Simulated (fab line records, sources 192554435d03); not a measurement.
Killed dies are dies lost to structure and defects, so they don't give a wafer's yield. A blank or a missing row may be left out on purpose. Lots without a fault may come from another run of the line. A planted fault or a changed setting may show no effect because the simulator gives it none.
Problem report in the 8D (eight disciplines) form, filled by code | flow n5_finfet | the parts of the form that need people (team, actions taken, sign-off) are left out

1. THE PROBLEM
plate_temp_C at N5_BEOL_M5_COAT_59 reads a mean of 240.72 C on 6 wafers of 2 lots; wafers without a fault read 250.00 C with a standard deviation of 0.17. That is -55 standard deviations from the usual mean.
The step: time 60 s, resist thk 60 nm.
First seen on wafer L693.1, day 13 06:48, on litho_track-01. The record holds 33 wafers of 11 lots with a number at this step. Rule for "out", or "out of limits": more than 4 standard deviations from the usual mean. The other wafers with a number count as sound.

2. WHAT IT IS AND WHAT IT IS NOT
question                    | is                                 | is not
which readings at this step | plate_temp_C, heater_power_total_W | spin_speed_rpm
which lots                  | L693, L694                         | L673, L674, L679, L680, L681, L682, L684, L687, L688
which wafers of those lots  | all that have a number             | -
read on which tools         | litho_track-01                     | litho_track-03, litho_track-04
when                        | from day 13 06:48                  | up to then (27 sound wafers)

3. SUSPECTS, AND WHAT RULES EACH OUT
Counting: a tool at a process step up to the reading stays a suspect if it ran every lot that is out and no sound lot after the first of them.
- litho_track-01 at N5_BEOL_M5_COAT_59 (time 60 s, resist thk 60 nm): kept. It ran every lot that is out, first L693 (day 13 06:48), and no sound lot after that; its last sound lot up to then is L684 (day 10 22:37). Its own readings are out on those wafers: heater_power_total_W, plate_temp_C.
Left after counting: litho_track-01 at N5_BEOL_M5_COAT_59.

4. THE CAUSE (what the simulator had put in)
Process parameter drift: litho_track-01, from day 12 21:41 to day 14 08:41, at N5_BEOL_M5_COAT_59. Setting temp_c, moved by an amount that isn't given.
Counting left only this tool.

5. THE CHAIN OF EFFECTS, in route order
Each row: a reading whose mean over the struck wafers that have a number lies more than 3 standard deviations from the usual. Only readings for which the record gives a usual standard deviation are gone through. hours: the time from each lot's start at the first step in this table that gives one to its start at this step, as a median over the lots. sigmas: the change in usual standard deviations.
hours | step               | reading              | usual    | on struck wafers | change | sigmas
0     | N5_BEOL_M5_COAT_59 | heater_power_total_W | 500.3 W  | 476.4            | -23.9  | -13
0     | N5_BEOL_M5_COAT_59 | plate_temp_C         | 250.00 C | 240.72           | -9.28  | -55
The process steps in it:
- N5_BEOL_M5_COAT_59: time 60 s, resist thk 60 nm.

6. WHAT WOULD HAVE CAUGHT IT SOONER
In this record the first reading out of limits was taken at day 13 06:48, 9 hours after the fault began at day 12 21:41.
